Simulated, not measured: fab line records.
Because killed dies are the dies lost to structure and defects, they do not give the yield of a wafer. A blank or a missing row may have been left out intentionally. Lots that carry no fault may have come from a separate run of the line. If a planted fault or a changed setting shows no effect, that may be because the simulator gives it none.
Chamber matching :: flow n5 finfet :: 4 sister chambers for N5_BEOL_M9_CMP_52 on cmp-02
The step polishes, stops on SiCOH lowk, t overpolish 7 s, target thk 140 nm. 14 wafers are shown with their chamber, then 7 later ones without.

WAFERS WITH THEIR CHAMBER
wafer: L074.2
chamber: 2
motor current A (A): 5.7
overpolish run s (s): 7.002
time to endpoint s (s): 68

wafer: L074.4
chamber: 1
motor current A (A): 6.4
overpolish run s (s): 7.014
time to endpoint s (s): 67

wafer: L074.6
chamber: 3
motor current A (A): 6.7
overpolish run s (s): 7.015
time to endpoint s (s): 67

wafer: L083.3
chamber: 0
motor current A (A): 5.8
overpolish run s (s): 7.002
time to endpoint s (s): 67

wafer: L083.4
chamber: 1
motor current A (A): 6.0
overpolish run s (s): 6.997
time to endpoint s (s): 67

wafer: L083.5
chamber: 2
motor current A (A): 5.9
overpolish run s (s): 6.995
time to endpoint s (s): 66

wafer: L087.1
chamber: 3
motor current A (A): 6.6
overpolish run s (s): 7.013
time to endpoint s (s): 66

wafer: L087.2
chamber: 2
motor current A (A): 5.4
overpolish run s (s): 6.995
time to endpoint s (s): 64

wafer: L087.5
chamber: 2
motor current A (A): 5.7
overpolish run s (s): 6.997
time to endpoint s (s): 67

wafer: L088.1
chamber: 1
motor current A (A): 5.9
overpolish run s (s): 7.002
time to endpoint s (s): 69

wafer: L088.2
chamber: 3
motor current A (A): 6.4
overpolish run s (s): 6.999
time to endpoint s (s): 69

wafer: L088.4
chamber: 0
motor current A (A): 6.2
overpolish run s (s): 6.992
time to endpoint s (s): 70

wafer: L089.3
chamber: 3
motor current A (A): 6.6
overpolish run s (s): 7.011
time to endpoint s (s): 65

wafer: L089.4
chamber: 0
motor current A (A): 6.0
overpolish run s (s): 7.001
time to endpoint s (s): 69

SIGNATURES (averages over the wafers above)
reading: motor current A
chamber 0: 6.000
chamber 1: 6.100
chamber 2: 5.675
chamber 3: 6.575
scatter within a chamber: 0.199

reading: overpolish run s
chamber 0: 6.99833
chamber 1: 7.00433
chamber 2: 6.99725
chamber 3: 7.00950
scatter within a chamber: 0.00633

reading: time to endpoint s
chamber 0: 68.67
chamber 1: 67.67
chamber 2: 66.25
chamber 3: 66.75
scatter within a chamber: 1.58
Rule: distance of a wafer from a chamber = root of the sum over the readings of ((wafer's reading minus chamber's mean) / reading's scatter) squared. If the next closest chamber is less than 2 further off than the closest, the wafer can't be placed; otherwise it belongs to the closest. The scatter is the square root of a quotient: the sum, over the shown wafers, of each reading's squared deviation from its chamber's mean, divided by wafers minus chambers.

WAFERS WITH NO CHAMBER GIVEN
wafer: L089.6
motor current A (A): 6.2
overpolish run s (s): 7.007
time to endpoint s (s): 64

wafer: L090.2
motor current A (A): 6.3
overpolish run s (s): 7.001
time to endpoint s (s): 67

wafer: L090.4
motor current A (A): 6.5
overpolish run s (s): 7.004
time to endpoint s (s): 67

wafer: L090.5
motor current A (A): 6.4
overpolish run s (s): 7.014
time to endpoint s (s): 71

wafer: L095.3
motor current A (A): 5.7
overpolish run s (s): 7.001
time to endpoint s (s): 64

wafer: L095.5
motor current A (A): 5.8
overpolish run s (s): 7.001
time to endpoint s (s): 64

wafer: L095.6
motor current A (A): 6.7
overpolish run s (s): 6.982
time to endpoint s (s): 61

WHICH CHAMBER EACH ONE RAN IN
wafer: L089.6
from the rows above: can't be placed: 1 or 3 or 2 or 0
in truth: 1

wafer: L090.2
from the rows above: can't be placed: 1 or 0 or 3
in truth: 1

wafer: L090.4
from the rows above: can't be placed: 3 or 1 or 0
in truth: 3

wafer: L090.5
from the rows above: can't be placed: 3 or 1 or 0
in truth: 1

wafer: L095.3
from the rows above: can't be placed: 2 or 1 or 0
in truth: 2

wafer: L095.5
from the rows above: can't be placed: 2 or 1 or 0
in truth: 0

wafer: L095.6
from the rows above: can't be placed: 3 or 1 or 0 or 2
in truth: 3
0 of 7 placed correctly. Can't be placed from these rows: 7 (the true chamber is among the candidates in 7). Number placed wrongly: 0.
